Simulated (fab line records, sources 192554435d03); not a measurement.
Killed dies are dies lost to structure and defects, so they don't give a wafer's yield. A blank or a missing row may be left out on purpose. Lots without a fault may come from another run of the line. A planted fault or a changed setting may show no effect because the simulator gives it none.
Split-lot experiment | flow n5_finfet | 7 lots, 21 wafers read, on a route of 1938 steps

THE SPLIT
At N5_BEOL_M9_EXPOSE_08 (exposes mask M9), the setting dose_mj was moved away from the recipe's 53.75 on 8 of the 21 wafers read, by -4.8% to +3.6%. The other wafers ran this setting at the recipe's value.

FROM THE SPLIT TO THE READING: what the file shows between them, 3 steps
- N5_BEOL_M9_PEB_09: peb time 60 s
- N5_BEOL_M9_DEVELOP_10: develop time 30 s
- N5_BEOL_M9_DESCUM_16: chemistry O2, time 7.9 s

THE READING
BEOL_M9.cd_offset_nm (the simulator's own value, which no gauge read), in nm, at N5_BEOL_M9_ETCH_61 (etches SiARC in CF4, target depth 39 nm, time 65 s). The file gives no usual value for it. The 13 wafers here that ran the recipe average -0.2 nm, standard deviation 0.91 nm.

wafer  | tool, chamber at the split | dose_mj as run | against the recipe | BEOL_M9.cd_offset_nm, nm | against lot-mates on the recipe
L074.2 | arfi_scanner-03, 0         | 53.75          | recipe             | 0.8                      | -
L074.3 | arfi_scanner-03, 0         | 53.75          | recipe             | 1.2                      | -
L074.4 | arfi_scanner-03, 0         | 52.41          | -2.5%              | -1.2                     | -2.2
L075.3 | arfi_scanner-01, 0         | 51.19          | -4.8%              | -1.4                     | -1.4
L075.4 | arfi_scanner-01, 0         | 53.75          | recipe             | 0                        | -
L075.5 | arfi_scanner-01, 0         | 51.19          | -4.8%              | -2.2                     | -2.2
L076.2 | arfi_scanner-01, 0         | 55.13          | +2.6%              | 1                        | +0.8
L076.5 | arfi_scanner-01, 0         | 53.75          | recipe             | 0.2                      | -
L076.6 | arfi_scanner-01, 0         | 55.13          | +2.6%              | 1.6                      | +1.4
L087.1 | arfi_scanner-01, 0         | 54.86          | +2.1%              | 0                        | +1.6
L087.2 | arfi_scanner-01, 0         | 54.86          | +2.1%              | -0.4                     | +1.2
L087.4 | arfi_scanner-01, 0         | 53.75          | recipe             | -1.6                     | -
L093.2 | arfi_scanner-02, 0         | 53.75          | recipe             | 1                        | -
L093.3 | arfi_scanner-02, 0         | 53.75          | recipe             | 0                        | -
L093.4 | arfi_scanner-02, 0         | 53.75          | recipe             | 0.6                      | -
L094.1 | arfi_scanner-02, 0         | 53.75          | recipe             | -1.8                     | -
L094.2 | arfi_scanner-02, 0         | 55.68          | +3.6%              | 0.6                      | +1.8
L094.5 | arfi_scanner-02, 0         | 53.75          | recipe             | -0.6                     | -
L095.3 | arfi_scanner-02, 0         | 53.75          | recipe             | -1                       | -
L095.4 | arfi_scanner-02, 0         | 53.75          | recipe             | -0.2                     | -
L095.5 | arfi_scanner-02, 0         | 53.75          | recipe             | -0.6                     | -

THE FIT
A straight line over all 21 wafers: BEOL_M9.cd_offset_nm changes by +0.328 nm for each +1% of dose_mj; r = +0.64; the points scatter about the line by 0.84 nm.
The same after taking each lot's own level away (the mean of its wafers on the recipe; 21 wafers): +0.47 nm for each +1%; r = +0.91; scatter 0.46 nm.
On that fit, the largest move of dose_mj shifts the reading by 2.2 nm.
The lots' own levels span -1.60 to 1.00 nm, that is 2.9 times the standard deviation above.
So the lot-to-lot level blurs the effect unless lot-mates are compared.
Check: with one of the wafers moved furthest among these (-4.8%) left out of the fit, the line predicts -2.58 nm for it against its lot-mates. It came out at -1.4 nm against them.

OTHER SPLITS ON THESE WAFERS
These wafers also went through other splits before the reading. Each is held against what the fit with the lots' levels taken away leaves over:
other split on the same wafers   | wafers away from the commonest value | r with BEOL_M9.cd_offset_nm (lot level and that fit taken away)
N5_BEOL_M7_EXPOSE_25 dose_mj     | 9                                    | -0.01
N5_BEOL_M8_TRENCH_ETCH_37 time_s | 7                                    | -0.21

THE FILE'S OWN FIT
BEOL_M9.cd_offset_nm changes by +0.498 nm for each +1% of dose_mj, r = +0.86.
